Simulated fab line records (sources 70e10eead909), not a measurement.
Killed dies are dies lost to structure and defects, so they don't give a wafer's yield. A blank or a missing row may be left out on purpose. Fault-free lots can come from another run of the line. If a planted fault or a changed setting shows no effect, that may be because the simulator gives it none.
Matching of chambers ; flow nand_harc ; NHARC_A_CHANNEL_FILL_D2_CMP_10 on cmp-01 has 4 sister chambers
The step polishes, target thk 150 nm. 22 wafers are shown with their chamber, then 11 later ones without.

WAFERS, EACH WITH ITS CHAMBER
wafer;chamber;motor_current_A (A);time_to_endpoint_s (s)
L075.2;2;10.9;12.2
L075.5;0;13.6;14.9
L075.6;3;13.1;14.7
L078.1;0;13.2;18.6
L078.4;1;11.3;17.5
L078.6;1;11.4;17.5
L079.1;1;11.3;18.9
L079.3;3;13.0;16.6
L079.5;0;13.3;18.9
L080.1;0;14.3;13.8
L080.2;2;11.2;11.9
L080.3;1;11.7;16.6
L081.1;3;13.5;13.4
L081.3;2;11.3;10.9
L081.6;2;11.2;11.6
L084.1;0;13.2;17.5
L084.2;3;13.1;17.4
L084.4;1;11.7;18.3
L089.1;3;13.7;15.0
L089.2;0;13.7;13.3
L089.5;3;13.4;14.8
L088.1;2;11.2;12.3

SIGNATURES (means of the wafers above)
reading;chamber 0;chamber 1;chamber 2;chamber 3;scatter within a chamber
motor_current_A;13.550;11.480;11.160;13.300;0.292
time_to_endpoint_s;16.167;17.760;11.780;15.317;1.59
Rule: a wafer's distance from a chamber is the root of the sum, over the readings, of the square of ((its reading less the chamber's mean) divided by the reading's scatter). The wafer belongs to the nearest chamber; if the next one is less than 2 further off, it can't be placed. The scatter: the root of (the sum of the squares of (reading less its chamber's mean) over the shown wafers, divided by (wafers less chambers)).

WAFERS WHOSE CHAMBER IS MISSING
wafer;motor_current_A (A);time_to_endpoint_s (s)
L088.2;12.8;16.2
L088.3;11.7;19.4
L090.2;10.7;13.2
L090.5;13.4;12.3
L090.6;13.1;13.2
L093.2;10.7;16.7
L093.3;10.4;14.8
L093.5;12.9;19.4
L097.3;13.3;18.8
L097.4;13.3;18.4
L097.6;11.4;17.3

WHICH CHAMBER EACH ONE RAN IN
wafer;from the rows above;in truth
L088.2;can't be placed: 3 or 0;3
L088.3;1;1
L090.2;2;2
L090.5;can't be placed: 3 or 0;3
L090.6;can't be placed: 3 or 0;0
L093.2;can't be placed: 1 or 2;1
L093.3;can't be placed: 2 or 1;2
L093.5;can't be placed: 3 or 0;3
L097.3;can't be placed: 0 or 3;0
L097.4;can't be placed: 0 or 3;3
L097.6;1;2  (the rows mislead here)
2 of 11 placed correctly. Not placeable from these rows: 8 (in 8, the candidates include the true chamber). Placed wrongly: 1.
